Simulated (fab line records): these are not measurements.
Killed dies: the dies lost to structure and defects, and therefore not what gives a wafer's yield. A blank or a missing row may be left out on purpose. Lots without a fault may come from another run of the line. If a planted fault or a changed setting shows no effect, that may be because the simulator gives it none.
Which tool is to blame? -- flow nand harc -- Sampling: 24 lots, 72 wafers, 3 of 1302 route steps

== WHAT EACH GAUGE READ, for each wafer ==
NHARC_A_M1_THK_MEAS_24: measures by xrf. Usual: 154.8 nm for thk nm, sd 1.5.
lot,measured,on,thk nm (nm),flag
L075,day 23 12:25,film metro-02,152.3 154.8 155.7,
L077,day 23 18:38,film metro-02,155.4 154.4 152.2,
L074,day 23 21:11,film metro-01,155.6 154.5 154.9,
L076,day 23 21:45,film metro-02,154.9 155.4 154.8,
L078,day 24 21:53,film metro-02,153.7 155.9 154.7,
L079,day 25 17:59,film metro-02,155.2 153.7 157.5,
L080,day 26 03:34,film metro-01,155.2 153.3 153.9,
L081,day 26 08:37,film metro-02,156.7 156.1 155.3,
L083,day 27 00:31,film metro-01,155.3 153.7 155.0,
L082,day 27 05:02,film metro-01,155.9 156.4 155.8,
L085,day 27 10:43,film metro-02,155.3 153.3 153.5,
L084,day 27 12:35,film metro-02,155.3 157.6 153.3,
L087,day 27 21:58,film metro-01,155.7 155.4 156.2,
L086,day 28 06:17,film metro-02,156.6 154.4 154.4,
L088,day 28 23:25,film metro-02,153.2 153.7 154.7,
L089,day 28 23:43,film metro-02,152.5 154.8 154.0,
L091,day 30 11:09,film metro-02,152.9 156.6 151.6,
L090,day 30 14:12,film metro-02,152.7 153.4 150.3,
L094,day 31 02:46,film metro-02,155.7 155.9 157.4,
L092,day 31 05:05,film metro-02,154.2 153.3 157.7,
L093,day 31 12:10,film metro-02,154.4 156.3 155.6,
L095,day 32 06:28,film metro-02,155.3 155.0 154.9,
L096,day 32 07:19,film metro-02,155.5 155.2 155.9,
L097,day 32 16:59,film metro-02,154.2 153.8 151.4,

== TOOL THAT RAN EACH LOT (tool first, then ch and the chambers of the sampled wafers, then the start) ==
lot,NHARC_A_M1_PVD_21,NHARC_A_M1_CMP_23
L075,"pvd sputter-01, day 23 12:07 or earlier","cmp-03 ch 0,2, day 23 12:07"
L077,"pvd sputter-01, day 23 18:19 or earlier","cmp-01 ch 0,1,3, day 23 18:19"
L074,"pvd sputter-01, day 23 20:53 or earlier","cmp-02 ch 0,1, day 23 20:53"
L076,"pvd sputter-02, day 23 21:29 or earlier","cmp-03 ch 0,1,2, day 23 21:29"
L078,"pvd sputter-01, day 24 21:35 or earlier","cmp-03 ch 0,2,3, day 24 21:35"
L079,"pvd sputter-01, day 25 17:44 or earlier","cmp-02 ch 0,1,2, day 25 17:44"
L080,"pvd sputter-03, day 26 03:14 or earlier","cmp-01 ch 0,2,3, day 26 03:14"
L081,"pvd sputter-03, day 26 08:20 or earlier","cmp-01 ch 1,2,3, day 26 08:20"
L083,"pvd sputter-03, day 27 00:13 or earlier","cmp-02 ch 1,2,3, day 27 00:13"
L082,"pvd sputter-01, day 27 04:45 or earlier","cmp-02 ch 1,2,3, day 27 04:45"
L085,"pvd sputter-01, day 27 10:25 or earlier","cmp-03 ch 0,2,3, day 27 10:25"
L084,"pvd sputter-01, day 27 12:17 or earlier","cmp-01 ch 1,2, day 27 12:17"
L087,"pvd sputter-03, day 27 21:38 or earlier","cmp-03 ch 0,1,3, day 27 21:38"
L086,"pvd sputter-03, day 28 05:59 or earlier","cmp-01 ch 0,1, day 28 05:59"
L088,"pvd sputter-01, day 28 23:07 or earlier","cmp-02 ch 0,2, day 28 23:07"
L089,"pvd sputter-02, day 28 23:29 or earlier","cmp-01 ch 1,2,3, day 28 23:29"
L091,"pvd sputter-01, day 30 10:50 or earlier","cmp-01 ch 1,2, day 30 10:50"
L090,"pvd sputter-01, day 30 13:54 or earlier","cmp-01 ch 0,1, day 30 13:54"
L094,"pvd sputter-02, day 31 02:30 or earlier","cmp-03 ch 1,2,3, day 31 02:30"
L092,"pvd sputter-02, day 31 04:46 or earlier","cmp-03 ch 0,1,2, day 31 04:46"
L093,"pvd sputter-02, day 31 11:53 or earlier","cmp-03 ch 0,1,3, day 31 11:53"
L095,"pvd sputter-03, day 32 06:10 or earlier","cmp-01 ch 0,1,3, day 32 06:10"
L096,"pvd sputter-01, day 32 07:02 or earlier","cmp-01 ch 0,2,3, day 32 07:02"
L097,"pvd sputter-03, day 32 16:40 or earlier","cmp-02 ch 0,1,3, day 32 16:40"
- NHARC_A_M1_PVD_21: deposits Cu, target thk 30 nm, time 20.49 s.
- NHARC_A_M1_CMP_23: polishes, t overpolish 20 s, target thk 154.34 nm.

== AS READ BY THE TOOLS THEMSELVES (means over the sampled wafers that have a number; for cases with no such wafer, the mark the record gives instead) ==
NHARC_A_M1_PVD_21. Usual: cathode dc power W 5000.0 W, standard deviation 0.86; chamber pressure pa 4.999 Pa, standard deviation 0.01; throttle valve pct 30.1 %, standard deviation 0.97.
lot,tool,cathode dc power W (W),chamber pressure pa (Pa),throttle valve pct (%),flag
L075,pvd sputter-01,5000.4,5.010,29.7,
L077,pvd sputter-01,4999.7,4.999,29.7,
L074,pvd sputter-01,5000.2,5.001,29.6,
L076,pvd sputter-02,4999.4,4.984,31.2,
L078,pvd sputter-01,5000.3,4.991,29.3,
L079,pvd sputter-01,4999.5,4.992,30.5,
L080,pvd sputter-03,5000.0,5.004,30.2,
L081,pvd sputter-03,5000.0,4.988,29.1,
L083,pvd sputter-03,4999.7,5.000,29.8,
L082,pvd sputter-01,4999.6,5.000,30.1,
L085,pvd sputter-01,5000.4,5.000,29.6,
L084,pvd sputter-01,5000.2,5.000,29.7,
L087,pvd sputter-03,4999.2,4.998,29.8,
L086,pvd sputter-03,4999.6,5.001,30.1,
L088,pvd sputter-01,5000.1,5.004,29.2,
L089,pvd sputter-02,5000.1,4.997,30.8,
L091,pvd sputter-01,4999.7,5.002,30.1,
L090,pvd sputter-01,5000.8,5.002,30.2,
L094,pvd sputter-02,5000.5,5.003,30.8,
L092,pvd sputter-02,5000.4,4.999,30.5,
L093,pvd sputter-02,5000.7,5.002,30.6,
L095,pvd sputter-03,4999.4,4.995,30.0,
L096,pvd sputter-01,4999.7,4.999,29.7,
L097,pvd sputter-03,4999.8,5.008,30.1,

NHARC_A_M1_CMP_23. Usual: motor current A 11.5 A, standard deviation 1.2; pad life wafers 203, standard deviation 100; time to endpoint s 30 s, standard deviation 3.4.
lot,tool,motor current A (A),pad life wafers,time to endpoint s (s),flag
L075,cmp-03,12.0,253,29,
L077,cmp-01,10.0,242,29,
L074,cmp-02,12.7,102,29,
L076,cmp-03,12.5,302,28,
L078,cmp-03,11.6,56,31,
L079,cmp-02,12.6,254,31,
L080,cmp-01,10.3,55,31,
L081,cmp-01,10.4,80,30,
L083,cmp-02,12.1,374,31,
L082,cmp-02,12.0,2,33,
L085,cmp-03,11.8,266,31,
L084,cmp-01,10.2,216,32,
L087,cmp-03,12.5,307,32,
L086,cmp-01,9.9,300,29,
L088,cmp-02,12.3,199,31,
L089,cmp-01,10.6,375,29,
L091,cmp-01,10.2,78,27,
L090,cmp-01,9.7,103,23,
L094,cmp-03,12.3,188,32,
L092,cmp-03,12.6,206,35,
L093,cmp-03,12.5,230,35,
L095,cmp-01,10.0,290,30,
L096,cmp-01,10.7,296,30,
L097,cmp-02,12.2,98,25,

== THE ANSWER, worked out from the rows above alone ==
Rule: lot off if the mean of its wafers having a number is beyond 3 standard deviations from the usual mean. Also off: a lot with no number at a reading for which 4 or more lots have one. Where the step has rows for the other lots, those lots are counted as sound. First the gauges in route order, then the tools' own readings, where a lot's mean is used as printed above. The first step at which some lot is off is used, and at that step the reading that is off furthest; a lot without a number counts as furthest.
No lot is off on any of the readings shown, so nothing can be concluded from this.

== WHAT THE SIMULATOR PUT IN ==
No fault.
